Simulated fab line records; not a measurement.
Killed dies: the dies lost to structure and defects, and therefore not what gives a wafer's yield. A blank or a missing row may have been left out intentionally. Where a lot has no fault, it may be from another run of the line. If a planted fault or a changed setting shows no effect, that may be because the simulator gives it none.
The tool behind it: which one? :: flow n5Finfet :: 10 lots, 28 wafers sampled, at 5 steps of a route of 1938

== WHAT THE GAUGES READ, wafer by wafer ==
N5_BEOL_M4_RC_MEAS_101. Usual: DIBL_N 35.8 mV/V, standard deviation 1.7; DIBL_P 35.3 mV/V, standard deviation 2; IOFF_N 0.150 nA/um, standard deviation 0.026; IOFF_P 0.194 nA/um, standard deviation 0.029; ION_N 667 uA/um, standard deviation 11; ION_P 456 uA/um, standard deviation 7.1; SS_N 71.4 mV/dec, standard deviation 0.65; SS_P 73.1 mV/dec, standard deviation 0.64; VT_N 251 mV, standard deviation 3; VT_P -252 mV, standard deviation 3.2.
lot: L866
measured: day 11 02:30
on: prober-01
DIBL_N (mV/V): 37.5 38.0 35.9
DIBL_P (mV/V): 35.6 37.8 35.0
IOFF_N (nA/um): 0.165 0.195 0.141
IOFF_P (nA/um): 0.191 0.236 0.187
ION_N (uA/um): 659 665 644
ION_P (uA/um): 444 447 442
SS_N (mV/dec): 72.8 72.9 72.0
SS_P (mV/dec): 73.9 74.3 72.9
VT_N (mV): 253 246 253
VT_P (mV): -255 -248 -253
flag: 

lot: L868
measured: day 10 23:08
on: prober-02
DIBL_N (mV/V): 36.3 35.5 35.1
DIBL_P (mV/V): 39.2 38.0 37.0
IOFF_N (nA/um): 0.181 0.148 0.158
IOFF_P (nA/um): 0.208 0.189 0.186
ION_N (uA/um): 679 659 675
ION_P (uA/um): 459 453 458
SS_N (mV/dec): 71.7 72.0 71.8
SS_P (mV/dec): 73.6 73.9 72.7
VT_N (mV): 248 249 252
VT_P (mV): -252 -253 -253
flag: 

lot: L867
measured: day 10 07:59
on: prober-02
DIBL_N (mV/V): 36.1 36.0 37.7
DIBL_P (mV/V): 36.4 36.0 37.8
IOFF_N (nA/um): 0.148 0.150 0.173
IOFF_P (nA/um): 0.197 0.196 0.228
ION_N (uA/um): 663 671 666
ION_P (uA/um): 452 462 457
SS_N (mV/dec): 71.0 71.1 72.4
SS_P (mV/dec): 73.3 73.4 74.0
VT_N (mV): 252 253 247
VT_P (mV): -252 -255 -250
flag: 

lot: L871
measured: day 11 20:26
on: prober-02
DIBL_N (mV/V): 34.8 35.6 34.6
DIBL_P (mV/V): 34.4 35.2 33.4
IOFF_N (nA/um): 0.118 0.126 0.110
IOFF_P (nA/um): 0.165 0.167 0.152
ION_N (uA/um): 659 649 638
ION_P (uA/um): 450 448 445
SS_N (mV/dec): 70.4 71.1 70.9
SS_P (mV/dec): 72.9 72.2 72.4
VT_N (mV): 254 254 257
VT_P (mV): -255 -256 -259
flag: 

lot: L875
measured: day 12 12:49
on: prober-02
DIBL_N (mV/V): 33.9 35.7 36.5
DIBL_P (mV/V): 32.9 34.6 34.1
IOFF_N (nA/um): 0.124 0.149 0.156
IOFF_P (nA/um): 0.169 0.199 0.182
ION_N (uA/um): 660 673 665
ION_P (uA/um): 451 465 450
SS_N (mV/dec): 71.0 70.5 70.8
SS_P (mV/dec): 72.6 72.7 72.6
VT_N (mV): 254 252 251
VT_P (mV): -252 -251 -254
flag: 

lot: L876
measured: day 12 22:53
on: prober-02
DIBL_N (mV/V): 32.9 36.3
DIBL_P (mV/V): 32.1 35.2
IOFF_N (nA/um): 0.104 0.139
IOFF_P (nA/um): 0.162 0.201
ION_N (uA/um): 668 664
ION_P (uA/um): 461 467
SS_N (mV/dec): 70.4 70.6
SS_P (mV/dec): 72.0 72.2
VT_N (mV): 254 253
VT_P (mV): -252 -251
flag: 

lot: L878
measured: day 12 23:25
on: prober-01
DIBL_N (mV/V): 33.9 36.5
DIBL_P (mV/V): 32.7 34.9
IOFF_N (nA/um): 0.123 0.155
IOFF_P (nA/um): 0.162 0.184
ION_N (uA/um): 656 661
ION_P (uA/um): 453 453
SS_N (mV/dec): 71.0 71.7
SS_P (mV/dec): 72.5 73.5
VT_N (mV): 252 251
VT_P (mV): -254 -252
flag: 

lot: L884
measured: day 14 23:49
on: prober-01
DIBL_N (mV/V): 36.1 38.2 34.3
DIBL_P (mV/V): 35.1 36.6 31.9
IOFF_N (nA/um): 0.165 0.209 0.121
IOFF_P (nA/um): 0.231 0.262 0.186
ION_N (uA/um): 666 691 652
ION_P (uA/um): 467 470 458
SS_N (mV/dec): 71.9 71.8 70.9
SS_P (mV/dec): 72.7 73.3 72.6
VT_N (mV): 245 243 251
VT_P (mV): -246 -244 -251
flag: 

lot: L885
measured: day 15 02:43
on: prober-01
DIBL_N (mV/V): 33.6 33.7 33.3
DIBL_P (mV/V): 33.6 32.3 32.0
IOFF_N (nA/um): 0.139 0.123 0.122
IOFF_P (nA/um): 0.173 0.147 0.149
ION_N (uA/um): 664 652 652
ION_P (uA/um): 454 452 445
SS_N (mV/dec): 70.7 70.9 70.9
SS_P (mV/dec): 72.6 71.9 72.5
VT_N (mV): 250 254 251
VT_P (mV): -253 -257 -256
flag: 

lot: L886
measured: day 15 08:19
on: prober-01
DIBL_N (mV/V): 34.3 36.6 34.5
DIBL_P (mV/V): 34.8 37.6 35.9
IOFF_N (nA/um): 0.117 0.153 0.129
IOFF_P (nA/um): 0.170 0.217 0.184
ION_N (uA/um): 668 666 674
ION_P (uA/um): 463 458 463
SS_N (mV/dec): 70.9 71.9 71.3
SS_P (mV/dec): 73.4 73.2 73.1
VT_N (mV): 255 253 252
VT_P (mV): -253 -251 -253
flag: 

== WHAT TOOL EACH LOT RAN ON (gives the tool, then ch and the chambers of the sampled wafers, and finally the start) ==
lot: L866
N5_BEOL_M1_SPUTTER_90: pvdSputter-02, day 6 23:53
N5_BEOL_M1_SPUTTER_92: pvdSputter-02, day 7 00:07
N5_BEOL_M1_CO_CAP_55: cvdCo-02 ch 0,1, day 7 01:34
N5_BEOL_M2_ETCH_63: rieDiel-04 ch 0,1,3, day 7 03:52

lot: L868
N5_BEOL_M1_SPUTTER_90: pvdSputter-01, day 7 02:11
N5_BEOL_M1_SPUTTER_92: pvdSputter-01, day 7 02:24
N5_BEOL_M1_CO_CAP_55: cvdCo-01 ch 0,2, day 7 04:02
N5_BEOL_M2_ETCH_63: rieDiel-03 ch 0,2, day 7 05:22

lot: L867
N5_BEOL_M1_SPUTTER_90: pvdSputter-02, day 7 06:25
N5_BEOL_M1_SPUTTER_92: pvdSputter-02, day 7 06:38
N5_BEOL_M1_CO_CAP_55: cvdCo-01 ch 0,1,2, day 7 10:51
N5_BEOL_M2_ETCH_63: rieDiel-03 ch 0,1, day 7 14:37

lot: L871
N5_BEOL_M1_SPUTTER_90: pvdSputter-02, day 8 12:51
N5_BEOL_M1_SPUTTER_92: pvdSputter-02, day 8 13:04
N5_BEOL_M1_CO_CAP_55: cvdCo-01 ch 0,1,2, day 8 16:20
N5_BEOL_M2_ETCH_63: rieDiel-04 ch 0,2, day 8 18:05

lot: L875
N5_BEOL_M1_SPUTTER_90: pvdSputter-02, day 9 08:34
N5_BEOL_M1_SPUTTER_92: pvdSputter-02, day 9 08:47
N5_BEOL_M1_CO_CAP_55: cvdCo-02 ch 0,2, day 9 10:17
N5_BEOL_M2_ETCH_63: rieDiel-04 ch 2,3, day 9 13:09

lot: L876
N5_BEOL_M1_SPUTTER_90: pvdSputter-02, day 9 15:31
N5_BEOL_M1_SPUTTER_92: pvdSputter-02, day 9 15:44
N5_BEOL_M1_CO_CAP_55: cvdCo-02 ch 0, day 9 17:02
N5_BEOL_M2_ETCH_63: rieDiel-04 ch 0,1, day 9 19:19

lot: L878
N5_BEOL_M1_SPUTTER_90: pvdSputter-03, day 9 22:46
N5_BEOL_M1_SPUTTER_92: pvdSputter-03, day 9 22:59
N5_BEOL_M1_CO_CAP_55: cvdCo-02 ch 0,1, day 10 00:20
N5_BEOL_M2_ETCH_63: rieDiel-04 ch 1,2, day 10 02:03

lot: L884
N5_BEOL_M1_SPUTTER_90: pvdSputter-02, day 11 06:34
N5_BEOL_M1_SPUTTER_92: pvdSputter-02, day 11 06:47
N5_BEOL_M1_CO_CAP_55: cvdCo-02 ch 0,1,2, day 11 08:08
N5_BEOL_M2_ETCH_63: rieDiel-01 ch 2,3, day 11 10:37

lot: L885
N5_BEOL_M1_SPUTTER_90: pvdSputter-03, day 11 16:05
N5_BEOL_M1_SPUTTER_92: pvdSputter-03, day 11 16:18
N5_BEOL_M1_CO_CAP_55: cvdCo-02 ch 0,1,2, day 11 17:36
N5_BEOL_M2_ETCH_63: rieDiel-03 ch 2,3, day 11 20:49

lot: L886
N5_BEOL_M1_SPUTTER_90: pvdSputter-02, day 11 18:44
N5_BEOL_M1_SPUTTER_92: pvdSputter-02, day 11 18:58
N5_BEOL_M1_CO_CAP_55: cvdCo-02 ch 1,2, day 11 20:16
N5_BEOL_M2_ETCH_63: rieDiel-03 ch 0,3, day 11 21:41
- N5_BEOL_M1_SPUTTER_90: material Cu, target thk 4.5 nm, time 8.29 s.
- N5_BEOL_M1_SPUTTER_92: material Cu, target thk 4.5 nm, time 8.29 s.
- N5_BEOL_M1_CO_CAP_55: material Co, precursor CCTBA/H2, target thk 2 nm, time 102.1 s.
- N5_BEOL_M2_ETCH_63: etches SiARC in CF4, target depth 15.6 nm, time 26 s.

== AS READ BY THE TOOLS THEMSELVES (means over the sampled wafers that have a number; for cases with no such wafer, the mark the record gives instead) ==
N5_BEOL_M1_SPUTTER_90. Usual: chamberPressurePa 0.06999 Pa, standard deviation 0.00014; throttleValvePct 29.9 %, standard deviation 1.1.
lot: L866
tool: pvdSputter-02
chamberPressurePa (Pa): 0.06998
throttleValvePct (%): 30.7
flag: 

lot: L868
tool: pvdSputter-01
chamberPressurePa (Pa): 0.07002
throttleValvePct (%): 30.3
flag: 

lot: L867
tool: pvdSputter-02
chamberPressurePa (Pa): 0.06995
throttleValvePct (%): 30.5
flag: 

lot: L871
tool: pvdSputter-02
chamberPressurePa (Pa): 0.07007
throttleValvePct (%): 29.9
flag: 

lot: L875
tool: pvdSputter-02
chamberPressurePa (Pa): 0.06999
throttleValvePct (%): 30.5
flag: 

lot: L876
tool: pvdSputter-02
chamberPressurePa (Pa): 0.06979
throttleValvePct (%): 29.8
flag: 

lot: L878
tool: pvdSputter-03
chamberPressurePa (Pa): 0.06984
throttleValvePct (%): 28.8
flag: 

lot: L884
tool: pvdSputter-02
chamberPressurePa (Pa): 0.07006
throttleValvePct (%): 30.5
flag: 

lot: L885
tool: pvdSputter-03
chamberPressurePa (Pa): 0.07009
throttleValvePct (%): 29.4
flag: 

lot: L886
tool: pvdSputter-02
chamberPressurePa (Pa): 0.07006
throttleValvePct (%): 30.4
flag: 

N5_BEOL_M1_SPUTTER_92. Usual: chamberPressurePa 0.07 Pa, standard deviation 0.00014; throttleValvePct 29.9 %, standard deviation 1.1.
lot: L866
tool: pvdSputter-02
chamberPressurePa (Pa): 0.07
throttleValvePct (%): 30.7
flag: 

lot: L868
tool: pvdSputter-01
chamberPressurePa (Pa): 0.07
throttleValvePct (%): 30.2
flag: 

lot: L867
tool: pvdSputter-02
chamberPressurePa (Pa): 0.07
throttleValvePct (%): 30.7
flag: 

lot: L871
tool: pvdSputter-02
chamberPressurePa (Pa): 0.07
throttleValvePct (%): 30.1
flag: 

lot: L875
tool: pvdSputter-02
chamberPressurePa (Pa): 0.07
throttleValvePct (%): 30.5
flag: 

lot: L876
tool: pvdSputter-02
chamberPressurePa (Pa): 0.07
throttleValvePct (%): 29.9
flag: 

lot: L878
tool: pvdSputter-03
chamberPressurePa (Pa): 0.07
throttleValvePct (%): 28.9
flag: 

lot: L884
tool: pvdSputter-02
chamberPressurePa (Pa): 0.07
throttleValvePct (%): 30.4
flag: 

lot: L885
tool: pvdSputter-03
chamberPressurePa (Pa): 0.07
throttleValvePct (%): 29.5
flag: 

lot: L886
tool: pvdSputter-02
chamberPressurePa (Pa): 0.07
throttleValvePct (%): 30.5
flag: 

N5_BEOL_M1_CO_CAP_55. Usual: heaterPowerOuterW 118 W, standard deviation 11; heaterPowerW 220 W, standard deviation 15.
lot: L866
tool: cvdCo-02
heaterPowerOuterW (W): 116
heaterPowerW (W): 222
flag: 

lot: L868
tool: cvdCo-01
heaterPowerOuterW (W): 111
heaterPowerW (W): 206
flag: 

lot: L867
tool: cvdCo-01
heaterPowerOuterW (W): 110
heaterPowerW (W): 213
flag: 

lot: L871
tool: cvdCo-01
heaterPowerOuterW (W): 111
heaterPowerW (W): 211
flag: 

lot: L875
tool: cvdCo-02
heaterPowerOuterW (W): 124
heaterPowerW (W): 226
flag: 

lot: L876
tool: cvdCo-02
heaterPowerOuterW (W): 108
heaterPowerW (W): 210
flag: 

lot: L878
tool: cvdCo-02
heaterPowerOuterW (W): 122
heaterPowerW (W): 226
flag: 

lot: L884
tool: cvdCo-02
heaterPowerOuterW (W): 125
heaterPowerW (W): 231
flag: 

lot: L885
tool: cvdCo-02
heaterPowerOuterW (W): 125
heaterPowerW (W): 230
flag: 

lot: L886
tool: cvdCo-02
heaterPowerOuterW (W): 136
heaterPowerW (W): 241
flag: 

N5_BEOL_M2_ETCH_63. Usual: drypumpMotorCurrentA 5.9 A, standard deviation 0.49; etchRfOnTimeS 26.4 s, standard deviation 0.49; oesProductAu 0.66 a.u., standard deviation 0.085; rfVppV 183.9 V, standard deviation 1.3; showerheadPlenumPTorr 2.13 Torr, standard deviation 0.075; throttleValvePct 15.6 %, standard deviation 0.31.
lot: L866
tool: rieDiel-04
drypumpMotorCurrentA (A): 5.9
etchRfOnTimeS (s): 27.2
oesProductAu (a.u.): 0.60
rfVppV (V): 183.7
showerheadPlenumPTorr (Torr): 2.12
throttleValvePct (%): 15.7
flag: 

lot: L868
tool: rieDiel-03
drypumpMotorCurrentA (A): 5.4
etchRfOnTimeS (s): 26.4
oesProductAu (a.u.): 0.64
rfVppV (V): 183.6
showerheadPlenumPTorr (Torr): 2.06
throttleValvePct (%): 15.4
flag: 

lot: L867
tool: rieDiel-03
drypumpMotorCurrentA (A): 5.3
etchRfOnTimeS (s): 26.9
oesProductAu (a.u.): 0.58
rfVppV (V): 184.1
showerheadPlenumPTorr (Torr): 2.14
throttleValvePct (%): 15.6
flag: 

lot: L871
tool: rieDiel-04
drypumpMotorCurrentA (A): 5.7
etchRfOnTimeS (s): 26.6
oesProductAu (a.u.): 0.62
rfVppV (V): 183.4
showerheadPlenumPTorr (Torr): 2.08
throttleValvePct (%): 15.9
flag: 

lot: L875
tool: rieDiel-04
drypumpMotorCurrentA (A): 5.5
etchRfOnTimeS (s): 30.1
oesProductAu (a.u.): 0.56
rfVppV (V): 182.8
showerheadPlenumPTorr (Torr): 2.04
throttleValvePct (%): 15.8
flag: OFF

lot: L876
tool: rieDiel-04
drypumpMotorCurrentA (A): 6.2
etchRfOnTimeS (s): 29.4
oesProductAu (a.u.): 0.68
rfVppV (V): 183.6
showerheadPlenumPTorr (Torr): 2.17
throttleValvePct (%): 15.6
flag: OFF

lot: L878
tool: rieDiel-04
drypumpMotorCurrentA (A): 6.0
etchRfOnTimeS (s): 29.3
oesProductAu (a.u.): 0.66
rfVppV (V): 184.7
showerheadPlenumPTorr (Torr): 2.12
throttleValvePct (%): 15.6
flag: OFF

lot: L884
tool: rieDiel-01
drypumpMotorCurrentA (A): 6.2
etchRfOnTimeS (s): 25.7
oesProductAu (a.u.): 0.71
rfVppV (V): 182.4
showerheadPlenumPTorr (Torr): 2.08
throttleValvePct (%): 15.5
flag: 

lot: L885
tool: rieDiel-03
drypumpMotorCurrentA (A): 6.1
etchRfOnTimeS (s): 26.7
oesProductAu (a.u.): 0.60
rfVppV (V): 184.0
showerheadPlenumPTorr (Torr): 2.14
throttleValvePct (%): 15.6
flag: 

lot: L886
tool: rieDiel-03
drypumpMotorCurrentA (A): 5.9
etchRfOnTimeS (s): 26.4
oesProductAu (a.u.): 0.76
rfVppV (V): 184.7
showerheadPlenumPTorr (Torr): 2.25
throttleValvePct (%): 15.4
flag: 

== THE ANSWER, worked out from the rows above alone ==
Rule: take the mean of a lot's wafers that have a number; if it is more than 3 standard deviations from the usual mean, the lot is off. A lot without any number at a reading at which 4 lots or more have one is off too. Where the step has rows for the other lots, those lots are counted as sound. Order of review: gauges by route order, followed by the tools' own readings, for which a lot's mean as printed above is used. The first step at which some lot is off is used, and at that step the reading that is off furthest; a lot without a number counts as furthest.
Off at N5_BEOL_M2_ETCH_63 (etchRfOnTimeS): L875, L876, L878.
If a tool, at that step or one of the process steps before it, ran each lot that is off and ran no sound lot following the first of them, it fits. One fits: rieDiel-04 at N5_BEOL_M2_ETCH_63. A fault onset in the window from L871 (day 8 18:05, its last sound lot) to L875 (day 9 13:09, its first lot off) fits.
The tool's own readings at N5_BEOL_M2_ETCH_63 bear it out: on the lots that are off they differ by more than 5 times the standard deviation of the sound lots' means. etchRfOnTimeS reads 29.6 s there against 26.6 s on the sound lots.

== WHAT THE SIMULATOR PUT IN ==
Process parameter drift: rieDiel-04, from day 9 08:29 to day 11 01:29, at N5_BEOL_M2_ETCH_63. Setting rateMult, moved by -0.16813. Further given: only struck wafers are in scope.
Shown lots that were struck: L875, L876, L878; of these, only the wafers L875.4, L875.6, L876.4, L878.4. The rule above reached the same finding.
